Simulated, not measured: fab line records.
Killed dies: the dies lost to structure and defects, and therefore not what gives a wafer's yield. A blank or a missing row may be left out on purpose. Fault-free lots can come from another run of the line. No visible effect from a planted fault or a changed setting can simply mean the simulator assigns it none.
Chamber matching ; flow n5 finfet ; cmp-01 running N5_GATE_CUT_CMP_61: 4 sister chambers
The step polishes, stops on SiNx, t overpolish 3 s. 8 wafers are shown with their chamber, then 8 later ones without.

== WAFERS PAIRED WITH THEIR CHAMBERS ==
wafer;chamber;motor current A (A)
L078.3;0;14.3
L078.6;2;11.6
L086.2;1;11.0
L086.6;2;12.2
L087.1;3;11.1
L087.2;0;14.0
L087.4;1;10.9
L088.1;3;11.4

== WAFERS WHOSE CHAMBER IS MISSING ==
wafer;motor current A (A)
L088.2;12.0
L088.6;10.9
L092.1;11.5
L092.3;14.0
L092.5;12.4
L095.2;13.8
L095.4;10.8
L095.5;12.6

== WHICH CHAMBER EACH WENT THROUGH ==
wafer;from the rows above;in truth
L088.2;2;2
L088.6;can't be placed: 1 or 3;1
L092.1;can't be placed: 3 or 2 or 1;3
L092.3;0;0
L092.5;2;2
L095.2;0;0
L095.4;can't be placed: 1 or 3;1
L095.5;2;2
Correctly placed: 5 of 8. Can't be placed from these rows: 3 (the true chamber is among the candidates in 3). 0 placed wrongly.
How it was worked out, from the rows above alone: a wafer's distance from a chamber is the root of the sum, over the readings, of the square of ((its reading less the chamber's mean) divided by the reading's scatter). If the next closest chamber is less than 2 further off than the closest, the wafer can't be placed; otherwise it belongs to the closest. A chamber's mean is the mean of its shown wafers. The scatter: the root of (the sum of the squares of (reading less its chamber's mean) over the shown wafers, divided by (wafers less chambers)).
